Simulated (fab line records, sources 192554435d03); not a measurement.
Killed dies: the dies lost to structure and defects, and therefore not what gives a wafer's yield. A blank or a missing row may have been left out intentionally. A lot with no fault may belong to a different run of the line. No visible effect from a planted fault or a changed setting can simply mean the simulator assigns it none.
Matching of chambers + flow n5-finfet + N5_BEOL_M4_DESCUM_16 on rie-diel-01: 4 sister chambers
The step chemistry O2, time 7 s. 8 wafers are shown with their chamber, then 8 later ones without.

## WAFERS WITH THEIR CHAMBER
| wafer  | chamber | showerhead-plenum-p-Torr (Torr) | drypump-motor-current-A (A) |
|--------|---------|---------------------------------|-----------------------------|
| L074.6 | 3       | 2.15                            | 6.5                         |
| L076.4 | 1       | 1.97                            | 5.7                         |
| L080.4 | 0       | 2.19                            | 6.3                         |
| L080.5 | 1       | 1.96                            | 5.7                         |
| L082.1 | 3       | 2.15                            | 6.6                         |
| L082.3 | 2       | 2.19                            | 5.2                         |
| L082.5 | 0       | 2.19                            | 6.3                         |
| L083.1 | 2       | 2.19                            | 5.2                         |

## WAFERS WITHOUT THEIR CHAMBER
| wafer  | showerhead-plenum-p-Torr (Torr) | drypump-motor-current-A (A) |
|--------|---------------------------------|-----------------------------|
| L083.5 | 2.19                            | 6.3                         |
| L083.6 | 2.19                            | 5.2                         |
| L089.1 | 2.18                            | 6.3                         |
| L089.5 | 2.18                            | 5.2                         |
| L089.6 | 2.14                            | 6.6                         |
| L090.1 | 2.14                            | 6.6                         |
| L090.3 | 2.18                            | 5.2                         |
| L090.5 | 2.18                            | 5.2                         |

## CHAMBER TAKEN BY EACH
| wafer  | from the rows above | in truth |
|--------|---------------------|----------|
| L083.5 | 0                   | 0        |
| L083.6 | 2                   | 2        |
| L089.1 | 0                   | 0        |
| L089.5 | 2                   | 2        |
| L089.6 | 3                   | 3        |
| L090.1 | 3                   | 3        |
| L090.3 | 2                   | 2        |
| L090.5 | 2                   | 2        |
8 of 8 placed correctly. Can't be placed from these rows: 0. 0 placed wrongly.
How it was worked out, from the rows above alone: a wafer's distance from a chamber is the root of the sum, over the readings, of the square of ((its reading less the chamber's mean) divided by the reading's scatter). If the next closest chamber is less than 2 further off than the closest, the wafer can't be placed; otherwise it belongs to the closest. The mean given for a chamber averages the wafers shown for that chamber. The scatter is the square root of a quotient: the sum, over the shown wafers, of each reading's squared deviation from its chamber's mean, divided by wafers minus chambers.
